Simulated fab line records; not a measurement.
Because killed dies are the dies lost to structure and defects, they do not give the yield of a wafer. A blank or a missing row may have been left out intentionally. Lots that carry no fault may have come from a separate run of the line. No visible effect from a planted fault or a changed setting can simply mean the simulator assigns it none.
Check of tool commonality | flow nandHarc | 39 wafers sampled across 13 lots

## WHY IT WAS OPENED
Flagged at NHARC_P_GATE_CD_MEAS_91: reading cdNm, on 1 of 13 lots. No-fault wafers: 2000.2 nm, standard deviation 1.3.
Rule: flag the lot when none of its wafers has a number, or when each of its wafers that has one lies beyond 4 standard deviations from that mean. The other lots count as sound.

lot  | measured     | on       | cdNm (nm), wafer by wafer | flag
L471 | day 6 15:10  | cdSem-02 | 2000.6 2000.0 2000.1      | 
L472 | day 6 17:01  | cdSem-02 | 2000.2 2000.4 2001.0      | 
L474 | day 7 05:39  | cdSem-01 | 1997.9 1998.1 1998.2      | 
L475 | day 7 18:25  | cdSem-02 | 2000.7 2001.4 2001.3      | 
L476 | day 8 03:19  | cdSem-01 | 2000.5 2001.4 2001.5      | 
L477 | day 8 19:43  | cdSem-01 | 1996.7 1999.0 1997.2      | 
L478 | day 8 19:56  | cdSem-01 | 2002.5 2000.5 2000.0      | 
L479 | day 9 21:32  | cdSem-02 | 2171.6 2171.8 2172.3      | FLAGGED
L480 | day 9 23:47  | cdSem-01 | 2000.6 2001.1 2001.8      | 
L489 | day 13 21:37 | cdSem-01 | 2000.3 1998.9 1999.9      | 
L492 | day 14 19:16 | cdSem-03 | 2000.4 2000.2 2000.8      | 
L491 | day 14 19:58 | cdSem-03 | 2001.4 2002.6 2003.2      | 
L493 | day 15 05:17 | cdSem-02 | 2000.9 2000.7 1998.4      | 
On average the flagged lots read 2171.9 nm, which is +171.7 nm against the usual, or +99 or more standard deviations.

## LOT BY LOT: THE TOOL USED
The record holds 1 process step before the reading, out of a route of 1302 steps. Read each cell as the tool, then ch plus the chambers that the sampled wafers visited, then the start.
lot  | flag    | NHARC_P_GATE_EXPOSE_88
L471 |         | krfScanner-04 ch 0, day 6 15:01
L472 |         | krfScanner-04 ch 0, day 6 16:52
L474 |         | krfScanner-02 ch 0, day 7 05:29
L475 |         | krfScanner-04 ch 0, day 7 18:17
L476 |         | krfScanner-03 ch 0, day 8 03:10
L477 |         | krfScanner-04 ch 0, day 8 19:34
L478 |         | krfScanner-03 ch 0, day 8 19:47
L479 | FLAGGED | krfScanner-04 ch 0, day 9 21:23
L480 |         | krfScanner-03 ch 0, day 9 23:38
L489 |         | krfScanner-04 ch 0, day 13 21:28
L492 |         | krfScanner-03 ch 0, day 14 19:07
L491 |         | krfScanner-03 ch 0, day 14 19:49
L493 |         | krfScanner-02 ch 0, day 15 05:08
What the steps here do:
- NHARC_P_GATE_EXPOSE_88: exposes mask P HVN, target cd 2000 nm.
- NHARC_P_GATE_CD_MEAS_91: target cd 2000 nm.

## FLAGGED AGAINST TOTAL, ONE TOOL AT A TIME (gauges that did the reading follow at the end)
step                    | tool          | lots run | flagged | share of the flagged lots | sound lots run after its first flagged lot
NHARC_P_GATE_EXPOSE_88  | krfScanner-02 | 2        | 0       | none                      | -
NHARC_P_GATE_EXPOSE_88  | krfScanner-03 | 5        | 0       | none                      | -
NHARC_P_GATE_EXPOSE_88  | krfScanner-04 | 6        | 1       | all                       | 1 (L489)
NHARC_P_GATE_CD_MEAS_91 | cdSem-01      | 6        | 0       | none                      | -
NHARC_P_GATE_CD_MEAS_91 | cdSem-02      | 5        | 1       | all                       | 1 (L493)
NHARC_P_GATE_CD_MEAS_91 | cdSem-03      | 2        | 0       | none                      | -

## WHAT THE TABLE PERMITS
Rows of the table that ran all the flagged lots, 2 in number: krfScanner-04 at NHARC_P_GATE_EXPOSE_88; cdSem-02 at NHARC_P_GATE_CD_MEAS_91.
- krfScanner-04 at NHARC_P_GATE_EXPOSE_88 ran 6 lots, 1 of them flagged. Sound lots ran on it after the first flagged one (L489), which a lasting fault on the whole tool wouldn't allow.
- cdSem-02 at NHARC_P_GATE_CD_MEAS_91 ran 5 lots, 1 of them flagged. Sound lots ran on it after the first flagged one (L493), which a lasting fault on the whole tool wouldn't allow.
None of the table's rows ran every flagged lot and, after the first, no sound lot.

## WHAT HAD BEEN PUT IN BY THE SIMULATOR
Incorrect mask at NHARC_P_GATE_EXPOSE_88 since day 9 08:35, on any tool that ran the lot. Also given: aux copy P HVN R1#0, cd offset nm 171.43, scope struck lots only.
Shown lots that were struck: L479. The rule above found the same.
